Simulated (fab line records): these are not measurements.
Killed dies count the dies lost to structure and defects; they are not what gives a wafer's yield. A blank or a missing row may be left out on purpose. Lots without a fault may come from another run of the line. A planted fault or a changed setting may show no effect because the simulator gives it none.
Lot-split experiment ; flow n5Finfet ; route with 1938 steps; 7 lots, 21 wafers read

## ABOUT THE SPLIT
At N5_BEOL_M8_PECVD_70 (deposits SiO2 from TEOS/O2, target thk 20 nm, time 22.7 s), the setting tempC was moved away from the recipe's 400 C on 4 of the 21 wafers read, by -2.0% to +3.2%. This setting was run at the recipe's value on the other wafers.

The reading is taken at the split's own step.

## THE READING
SiO2_of_BEOL_M8_PECVD_70.thkNm (the simulator's own value, which no gauge read), in nm, at N5_BEOL_M8_PECVD_70 (deposits SiO2 from TEOS/O2, target thk 20 nm, time 22.7 s). No usual value for it is given in the file. Across the 17 wafers here that went through the recipe, the average is 19.9 nm and the standard deviation 0.28 nm.

wafer;tool, chamber at the split;tempC as run, C;against the recipe;SiO2_of_BEOL_M8_PECVD_70.thkNm, nm;against lot-mates on the recipe
L079.1;pecvd-01, 2;392.1;-2.0%;20.8;+0.9
L079.2;pecvd-01, 1;400;recipe;19.8;-
L079.3;pecvd-01, 0;400;recipe;20;-
L078.3;pecvd-01, 0,1;400;recipe;20.2;-
L078.5;pecvd-01, 0,1;400;recipe;20.2;-
L078.6;pecvd-01, 2;400;recipe;20;-
L084.2;pecvd-01, 2;400;recipe;19.6;-
L084.3;pecvd-01, 1;408.2;+2.0%;18.6;-1.2
L084.4;pecvd-01, 2;400;recipe;20;-
L086.1;pecvd-04, 0;394;-1.5%;20.6;+0.4
L086.5;pecvd-04, 0,2;400;recipe;20.2;-
L086.6;pecvd-04, 0,2;400;recipe;20.2;-
L089.2;pecvd-03, 0;400;recipe;19.4;-
L089.5;pecvd-03, 1,0;400;recipe;19.8;-
L089.6;pecvd-03, 1,0;400;recipe;19.8;-
L092.2;pecvd-03, 0,2;400;recipe;19.4;-
L092.3;pecvd-03, 0,2;400;recipe;19.4;-
L092.6;pecvd-03, 0;400;recipe;19.8;-
L094.2;pecvd-03, 1;400;recipe;19.8;-
L094.5;pecvd-03, 1;412.6;+3.2%;18.2;-1.8
L094.6;pecvd-03, 0;400;recipe;20.2;-
When a row names more than one chamber, that row covers several wafers, and the file does not tell which wafer ran in which chamber.

FIT RESULTS
A straight line over all 21 wafers: SiO2_of_BEOL_M8_PECVD_70.thkNm changes by -0.531 nm for each +1% of tempC; r = -0.90; the points scatter about the line by 0.27 nm.
The same after taking each lot's own level away (the mean of its wafers on the recipe; 21 wafers): -0.515 nm for each +1%; r = -0.95; scatter 0.18 nm.
Per that fit: largest tempC move, reading shift of 1.6 nm.
Measured against the standard deviation above, the lots' own levels, which go from 19.53 to 20.20 nm, span 2.4 times it.
So the lot-to-lot level changes the slope little: the two slopes agree.
Check: -1.51 nm against its lot-mates is what the line predicts for one of the wafers moved furthest among these (+3.2%) when that wafer is left out of the fit. It came out at -1.8 nm against them.

## ADDITIONAL SPLITS CARRIED BY THESE WAFERS
Before the reading, these wafers also passed through other splits. Each is held against what the fit with the lots' levels taken away leaves over:
other split on the same wafers;wafers away from the commonest value;r with SiO2_of_BEOL_M8_PECVD_70.thkNm (lot level and that fit taken away)
N5_BEOL_M5_TRENCH_ETCH_37 sourceW;6;+0.22
N5_BEOL_M6_PECVD_70 timeS;6;+0.35
N5_BEOL_M6_HM_DEP_02 targetThkA;4;-0.04
N5_BEOL_M7_COAT_71 spinRpm;10;-0.05
N5_BEOL_M7_DESCUM_33 timeS;5;+0.12

## FILE'S OWN FIT
SiO2_of_BEOL_M8_PECVD_70.thkNm changes by -0.518 nm for each +1% of tempC, r = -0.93.
